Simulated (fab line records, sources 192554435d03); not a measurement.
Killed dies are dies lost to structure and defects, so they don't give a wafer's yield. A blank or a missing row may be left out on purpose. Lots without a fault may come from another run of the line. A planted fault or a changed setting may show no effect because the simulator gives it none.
A struck lot beside a sound one | flow n5_finfet | 14 steps out of a route of 1938
Sound: wafers L750.1, L750.2, L750.6. Struck: wafers L754.4, L754.5, L754.6. The cause comes at the end.
At each step with rows: each side's tool, then ch and its chambers, then its first start. Under that, the readings that differ: sound wafers | struck wafers | difference of the means | sigmas: that difference in standard deviations of wafers without a fault.
alike: readings whose means differ by less than 2 such deviations, and words and numbers that are the same on both sides. not compared: withheld readings, readings that some wafer has no value for, bounds like >300 that may hide the same value, and numbers for which the record gives no deviation and whose values overlap.
The two part at a step that has a row with sigmas, a row that says differs or no value, or rows on one side only. Numbers that don't overlap but have no deviation are shown without sigmas and don't part them. A reading that every wafer of one side lacks parts them only if that side has two wafers or more.

first, 1 step without rows for these wafers: N5_BEOL_M9_STRIP_68 (strips in N2/H2).
N5_BEOL_M9_STRIP_67: strips in CF4.
  sound on rie_diel-01 ch 0,2,3, day 11 14:50; struck on rie_diel-06 ch 0,1,2, day 12 17:59
  alike: drypump_motor_current_A, oes_product_au, rf_vpp_V, showerhead_plenum_p_Torr, throttle_valve_pct
  not compared: rf_hours_counter_h
N5_BEOL_M9_HM_OPEN_17: chemistry Cl2/BCl3, target TiN, target depth 20 nm, overetch 6 nm.
  sound on rie_metal-03 ch 0,1, day 11 14:53; struck on rie_metal-03 ch 0,1, day 12 18:03
  alike: drypump_motor_current_A, oes_product_au, throttle_valve_pct
  not compared: rf_hours_counter_h
N5_BEOL_M9_STRIP_19: strips in O2.
  sound on rie_diel-06 ch 0,3, day 11 14:59; struck on rie_diel-06 ch 2,3, day 12 18:08
  alike: drypump_motor_current_A, o2_flow_sccm, oes_product_au, rf_vpp_V, showerhead_plenum_p_Torr, temp_c, throttle_valve_pct
  not compared: rf_hours_counter_h
N5_BEOL_M9_CD_MEAS_18: pitch 140 nm, target cd 70 nm.
  sound on cd_sem-03, day 11 15:04; struck on cd_sem-02, day 12 18:13
  alike: cd_nm
then, 7 steps without rows for these wafers: N5_BEOL_M9_COAT_63 (time 60 s, resist thk 60 nm); N5_BEOL_M9_COAT_64 (time 60 s, resist thk 12 nm); N5_BEOL_M9_COAT_75 (time 60 s, resist thk 5 nm); N5_BEOL_M9_COAT_22 (resist thk 30 nm); N5_BEOL_M9_EBR_24; N5_BEOL_M9_SOFTBAKE_23 (time 60 s); N5_BEOL_M9_EXPOSE_25 (exposes mask V8).
N5_BEOL_M9_PEB_26: peb time 60 s.
  sound on litho_track-05 ch 0, day 11 15:25; struck on litho_track-04, day 12 18:56
  no value came back on the struck wafers for chill_plate_temp_C (C), exhaust_pa (Pa); on the sound wafers chill_plate_temp_C (C) reads 23.08 22.94 22.94
then, 1 step without rows for these wafers: N5_BEOL_M9_DEVELOP_27 (develop time 30 s).

WHERE THEY PART
Only at N5_BEOL_M9_PEB_26, within this record.

WHY: what the simulator had put in
Skipped step whole: litho_track-04, from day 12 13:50 on, at N5_BEOL_M9_PEB_26. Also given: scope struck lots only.
